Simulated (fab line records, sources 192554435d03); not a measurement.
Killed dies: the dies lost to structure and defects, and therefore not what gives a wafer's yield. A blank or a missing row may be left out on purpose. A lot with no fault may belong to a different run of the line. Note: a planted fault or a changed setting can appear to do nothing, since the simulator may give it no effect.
Which tool is to blame? :: flow n5_finfet :: 36 wafers from 12 lots sampled at 4 of the route's 1938 steps

## WHAT THE GAUGES SHOWED, per wafer
N5_SD_EPI_N_INSPECT_11: inspects for defects (macro).
lot: L075
measured: day 3 08:39
on: defect_inspect-01
raw_defect_count: 1 2 1

lot: L077
measured: day 3 20:45
on: defect_inspect-01
raw_defect_count: 2 5 2

lot: L079
measured: day 4 07:07
on: defect_inspect-01
raw_defect_count: 2 1 2

lot: L081
measured: day 4 18:54
on: defect_inspect-02
raw_defect_count: 1 4 1

lot: L083
measured: day 5 12:22
on: defect_inspect-02
raw_defect_count: 0 1 4

lot: L085
measured: day 5 23:35
on: defect_inspect-01
raw_defect_count: 3 2 2

lot: L087
measured: day 6 09:45
on: defect_inspect-02
raw_defect_count: 3 3 0

lot: L089
measured: day 7 00:49
on: defect_inspect-02
raw_defect_count: 2 0 2

lot: L091
measured: day 7 10:46
on: defect_inspect-01
raw_defect_count: 3 4 5

lot: L093
measured: day 7 23:52
on: defect_inspect-01
raw_defect_count: 2 2 3

lot: L095
measured: day 8 07:30
on: defect_inspect-01
raw_defect_count: 2 2 0

lot: L097
measured: day 8 18:52
on: defect_inspect-02
raw_defect_count: 2 3 2

## WHICH TOOL RAN EACH LOT (tool, then ch and the chambers of the sampled wafers, then the start)
lot: L075
N5_FIN_SAQP_SPACER1_ETCHBACK_25: rie_diel-01 ch 1,2,3, day 2 06:23
N5_FIN_SAQP_RECESS_71: vapor_etch-02 ch 0,1, day 2 07:43
N5_DUMMY_GATE_ETCH_32: rie_si-06 ch 1,2,3, day 3 07:01

lot: L077
N5_FIN_SAQP_SPACER1_ETCHBACK_25: rie_diel-06 ch 0,3, day 2 19:56
N5_FIN_SAQP_RECESS_71: vapor_etch-01 ch 0,1, day 2 21:08
N5_DUMMY_GATE_ETCH_32: rie_si-01 ch 1,2, day 3 19:02

lot: L079
N5_FIN_SAQP_SPACER1_ETCHBACK_25: rie_diel-01 ch 0,1,2, day 3 07:20
N5_FIN_SAQP_RECESS_71: vapor_etch-02 ch 0,1, day 3 08:30
N5_DUMMY_GATE_ETCH_32: rie_si-05 ch 1,2, day 4 05:34

lot: L081
N5_FIN_SAQP_SPACER1_ETCHBACK_25: rie_diel-06 ch 0,1,3, day 3 18:50
N5_FIN_SAQP_RECESS_71: vapor_etch-02 ch 0,1, day 3 19:56
N5_DUMMY_GATE_ETCH_32: rie_si-05 ch 1,2, day 4 17:21

lot: L083
N5_FIN_SAQP_SPACER1_ETCHBACK_25: rie_diel-01 ch 0,1, day 4 08:09
N5_FIN_SAQP_RECESS_71: vapor_etch-02 ch 0,1, day 4 09:14
N5_DUMMY_GATE_ETCH_32: rie_si-05 ch 0,2,3, day 5 10:49

lot: L085
N5_FIN_SAQP_SPACER1_ETCHBACK_25: rie_diel-06 ch 1,2,3, day 4 21:41
N5_FIN_SAQP_RECESS_71: vapor_etch-02 ch 0,1, day 4 22:52
N5_DUMMY_GATE_ETCH_32: rie_si-06 ch 0,1, day 5 22:02

lot: L087
N5_FIN_SAQP_SPACER1_ETCHBACK_25: rie_diel-06 ch 0,1, day 5 07:01
N5_FIN_SAQP_RECESS_71: vapor_etch-01 ch 0,1, day 5 08:10
N5_DUMMY_GATE_ETCH_32: rie_si-01 ch 1,3, day 6 07:44

lot: L089
N5_FIN_SAQP_SPACER1_ETCHBACK_25: rie_diel-02 ch 1,2, day 5 20:16
N5_FIN_SAQP_RECESS_71: vapor_etch-02 ch 0,1, day 5 21:28
N5_DUMMY_GATE_ETCH_32: rie_si-05 ch 0,1,3, day 6 22:26

lot: L091
N5_FIN_SAQP_SPACER1_ETCHBACK_25: rie_diel-02 ch 0,2,3, day 6 08:17
N5_FIN_SAQP_RECESS_71: vapor_etch-01 ch 0,1, day 6 09:46
N5_DUMMY_GATE_ETCH_32: rie_si-06 ch 1,2,3, day 7 09:11

lot: L093
N5_FIN_SAQP_SPACER1_ETCHBACK_25: rie_diel-06 ch 2,3, day 6 19:56
N5_FIN_SAQP_RECESS_71: vapor_etch-02 ch 0,1, day 6 21:10
N5_DUMMY_GATE_ETCH_32: rie_si-01 ch 1,2, day 7 22:19

lot: L095
N5_FIN_SAQP_SPACER1_ETCHBACK_25: rie_diel-02 ch 0,2,3, day 7 05:41
N5_FIN_SAQP_RECESS_71: vapor_etch-01 ch 0,1, day 7 07:02
N5_DUMMY_GATE_ETCH_32: rie_si-06 ch 0,3, day 8 05:53

lot: L097
N5_FIN_SAQP_SPACER1_ETCHBACK_25: rie_diel-01 ch 0,3, day 7 17:50
N5_FIN_SAQP_RECESS_71: vapor_etch-01 ch 1, day 7 18:55
N5_DUMMY_GATE_ETCH_32: rie_si-06 ch 0,2,3, day 8 17:15
- N5_FIN_SAQP_SPACER1_ETCHBACK_25: etches SiO2 in CHF3/O2, target depth 24.4 nm, time 12.2 s.
- N5_FIN_SAQP_RECESS_71: chemistry HF/NH3, target SiO2, target depth 3 nm, afs cycles 1, sublimation time 60 s.
- N5_DUMMY_GATE_ETCH_32: etches SiO2 in CF4, target depth 3.5 nm, time 3.9 s.

## THE ANSWER, worked out from the rows above alone
Rule: the lots themselves supply what counts as usual. Put in order of their means at a reading, lots are off if they are a third of the lots or fewer, leave a main group of 4 or more, and stand apart from it by a gap of 3 or more times the standard deviation of the main group's means; of several such gaps the widest counts. The tables above print the reading to a certain number of digits; a main group whose means all agree to those digits is not used. Also off: a lot with no number at a reading for which 4 or more lots have one. All remaining lots with rows at the step are treated as sound.
No lot is off on any of the readings shown, so nothing can be concluded from this.

## WHAT THE SIMULATOR HAD INSERTED
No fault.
